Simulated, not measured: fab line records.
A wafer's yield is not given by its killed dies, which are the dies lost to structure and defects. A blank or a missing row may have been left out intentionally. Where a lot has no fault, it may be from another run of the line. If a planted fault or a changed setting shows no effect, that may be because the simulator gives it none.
Chamber matching :: flow n5Finfet :: N5_BEOL_M15_ILD_DEP_00 on pecvd-03: 3 sister chambers
The step deposits SiO2 from TEOS/O2, target thk 1629.3 nm, time 346.1 s. 14 wafers are shown with their chamber, then 7 later ones without.

WAFERS WITH THEIR CHAMBER
wafer: L075.2
chamber: 1
throttleValvePct (%): 18.3
heaterPowerW (W): 629
showerheadPlenumPTorr (Torr): 8.31

wafer: L075.4
chamber: 2
throttleValvePct (%): 17.1
heaterPowerW (W): 468
showerheadPlenumPTorr (Torr): 8.37

wafer: L075.5
chamber: 1
throttleValvePct (%): 18.1
heaterPowerW (W): 735
showerheadPlenumPTorr (Torr): 8.31

wafer: L077.1
chamber: 1
throttleValvePct (%): 18.0
heaterPowerW (W): 593
showerheadPlenumPTorr (Torr): 8.35

wafer: L077.3
chamber: 0
throttleValvePct (%): 19.7
heaterPowerW (W): 463
showerheadPlenumPTorr (Torr): 8.33

wafer: L077.4
chamber: 2
throttleValvePct (%): 16.9
heaterPowerW (W): 628
showerheadPlenumPTorr (Torr): 8.34

wafer: L083.2
chamber: 0
throttleValvePct (%): 19.7
heaterPowerW (W): 416
showerheadPlenumPTorr (Torr): 8.36

wafer: L083.5
chamber: 1
throttleValvePct (%): 18.1
heaterPowerW (W): 605
showerheadPlenumPTorr (Torr): 8.32

wafer: L083.6
chamber: 0
throttleValvePct (%): 19.8
heaterPowerW (W): 492
showerheadPlenumPTorr (Torr): 8.34

wafer: L085.2
chamber: 2
throttleValvePct (%): 17.1
heaterPowerW (W): 634
showerheadPlenumPTorr (Torr): 8.35

wafer: L085.3
chamber: 1
throttleValvePct (%): 18.4
heaterPowerW (W): 677
showerheadPlenumPTorr (Torr): 8.31

wafer: L085.6
chamber: 1
throttleValvePct (%): 17.9
heaterPowerW (W): 764
showerheadPlenumPTorr (Torr): 8.30

wafer: L089.1
chamber: 1
throttleValvePct (%): 18.3
heaterPowerW (W): 638
showerheadPlenumPTorr (Torr): 8.30

wafer: L089.4
chamber: 0
throttleValvePct (%): 19.9
heaterPowerW (W): 501
showerheadPlenumPTorr (Torr): 8.36

SIGNATURES (averages over the wafers above)
reading: throttleValvePct
chamber 0: 19.775
chamber 1: 18.157
chamber 2: 17.033
scatter within a chamber: 0.151

reading: heaterPowerW
chamber 0: 468.00
chamber 1: 663.00
chamber 2: 576.67
scatter within a chamber: 65.9

reading: showerheadPlenumPTorr
chamber 0: 8.3475
chamber 1: 8.3143
chamber 2: 8.3533
scatter within a chamber: 0.0163
Rule: distance of a wafer from a chamber = root of the sum over the readings of ((wafer's reading minus chamber's mean) / reading's scatter) squared. The wafer belongs to the nearest chamber; if the next one is less than 2 further off, it can't be placed. The scatter: the root of (the sum of the squares of (reading less its chamber's mean) over the shown wafers, divided by (wafers less chambers)).

WAFERS WITH NO CHAMBER GIVEN
wafer: L089.6
throttleValvePct (%): 17.1
heaterPowerW (W): 482
showerheadPlenumPTorr (Torr): 8.34

wafer: L093.1
throttleValvePct (%): 19.8
heaterPowerW (W): 451
showerheadPlenumPTorr (Torr): 8.37

wafer: L093.2
throttleValvePct (%): 17.3
heaterPowerW (W): 604
showerheadPlenumPTorr (Torr): 8.32

wafer: L093.4
throttleValvePct (%): 19.8
heaterPowerW (W): 506
showerheadPlenumPTorr (Torr): 8.37

wafer: L095.2
throttleValvePct (%): 19.7
heaterPowerW (W): 505
showerheadPlenumPTorr (Torr): 8.36

wafer: L095.4
throttleValvePct (%): 18.1
heaterPowerW (W): 762
showerheadPlenumPTorr (Torr): 8.33

wafer: L095.6
throttleValvePct (%): 17.4
heaterPowerW (W): 491
showerheadPlenumPTorr (Torr): 8.34

WHICH CHAMBER EACH WENT THROUGH
wafer: L089.6
from the rows above: 2
in truth: 2

wafer: L093.1
from the rows above: 0
in truth: 0

wafer: L093.2
from the rows above: 2
in truth: 2

wafer: L093.4
from the rows above: 0
in truth: 0

wafer: L095.2
from the rows above: 0
in truth: 0

wafer: L095.4
from the rows above: 1
in truth: 1

wafer: L095.6
from the rows above: 2
in truth: 2
Placed correctly: 7 of 7. Can't be placed from these rows: 0. 0 placed wrongly.
